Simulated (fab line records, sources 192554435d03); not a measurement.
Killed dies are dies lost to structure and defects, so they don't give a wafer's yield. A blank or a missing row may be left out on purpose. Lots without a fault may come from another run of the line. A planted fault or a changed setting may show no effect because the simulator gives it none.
Which tool did it? | flow n5_finfet | 10 lots, 29 wafers sampled, at 1 step of a route of 1938

WHAT THE GAUGES READ, wafer by wafer
N5_BEOL_M8_INSPECT_13: inspects for defects (brightfield).
lot  | measured     | on                | raw_defect_count
L388 | day 10 02:59 | defect_inspect-02 | 400 386 374
L395 | day 10 23:01 | defect_inspect-01 | 659 497 736
L393 | day 11 07:08 | defect_inspect-01 | 627 434 561
L397 | day 11 09:49 | defect_inspect-01 | 444 581
L398 | day 12 03:40 | defect_inspect-01 | 482 432 536
L402 | day 12 20:47 | defect_inspect-02 | 554 584 472
L403 | day 13 13:58 | defect_inspect-02 | 325 617 411
L406 | day 13 14:18 | defect_inspect-01 | 647 401 448
L407 | day 14 02:17 | defect_inspect-01 | 518 527 414
L409 | day 15 08:01 | defect_inspect-02 | 394 426 359

WHICH TOOL RAN EACH LOT (tool, then ch and the chambers of the sampled wafers, then the start)
The record holds no process step before these readings.

WHAT THE TOOLS THEMSELVES READ (means of the sampled wafers that have a number; where no wafer has one, the mark that the record gives instead)
The record holds no such reading with a usual standard deviation.

THE ANSWER, worked out from the rows above alone
Rule: what is usual is taken from the lots themselves. Put in order of their means at a reading, lots are off if they are a third of the lots or fewer, leave a main group of 4 or more, and stand apart from it by a gap of 3 or more times the standard deviation of the main group's means; of several such gaps the widest counts. A main group whose means are all the same, to the digits that the tables above print for the reading, isn't used. A lot without any number at a reading at which 4 lots or more have one is off too. The other lots that the step has rows for count as sound. The gauges are gone through in route order, then the tools' own readings, and for those a lot's mean is taken as printed above. The first step at which some lot is off is used, and at that step the reading that is off furthest; a lot without a number counts as furthest.
No lot is off at any reading shown: from this, nothing can be told.

WHAT THE SIMULATOR HAD PUT IN
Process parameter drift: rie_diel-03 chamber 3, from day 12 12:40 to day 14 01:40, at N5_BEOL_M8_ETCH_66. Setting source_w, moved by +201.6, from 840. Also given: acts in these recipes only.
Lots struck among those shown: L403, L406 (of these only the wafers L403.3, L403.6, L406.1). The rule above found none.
